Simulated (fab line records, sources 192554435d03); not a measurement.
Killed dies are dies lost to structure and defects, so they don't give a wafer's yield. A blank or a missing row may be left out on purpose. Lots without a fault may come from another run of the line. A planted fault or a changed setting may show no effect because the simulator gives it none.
Chamber matching | flow n5_finfet | N5_FIN_SAQP_MANDREL_ETCH_58 on rie_si-01: 4 sister chambers
The step etches a-Si in HBr/Cl2, stops on SiNx, target depth 45 nm, bt time 10 s, time 27 s. 4 wafers are shown with their chamber, then 7 later ones without.

WAFERS WITH THEIR CHAMBER
wafer  | chamber | throttle_valve_pct (%)
L838.1 | 2       | 35.21
L846.4 | 3       | 35.30
L847.1 | 0       | 35.46
L847.2 | 1       | 35.71

WAFERS WITHOUT THEIR CHAMBER
wafer  | throttle_valve_pct (%)
L847.3 | 35.33
L852.2 | 35.72
L852.4 | 35.22
L852.6 | 35.72
L857.1 | 35.32
L857.3 | 35.22
L857.6 | 35.71

WHICH CHAMBER EACH WENT THROUGH
wafer  | from the rows above | in truth
L847.3 | 3                   | 3
L852.2 | 1                   | 1
L852.4 | 2                   | 2
L852.6 | 1                   | 1
L857.1 | 3                   | 3
L857.3 | 2                   | 2
L857.6 | 1                   | 1
Placed correctly: 7 of 7. Can't be placed from these rows: 0. Placed wrongly: 0.
How it was worked out, from the rows above alone: a wafer's distance from a chamber is the root of the sum, over the readings, of the square of ((its reading less the chamber's mean) divided by the reading's scatter). The wafer belongs to the nearest chamber; if the next one is less than 2 further off, it can't be placed. A chamber's mean is the mean of its shown wafers. The scatter: with one shown wafer a chamber, the root of the mean of the squares of how far each hidden wafer lies from its nearest shown one.
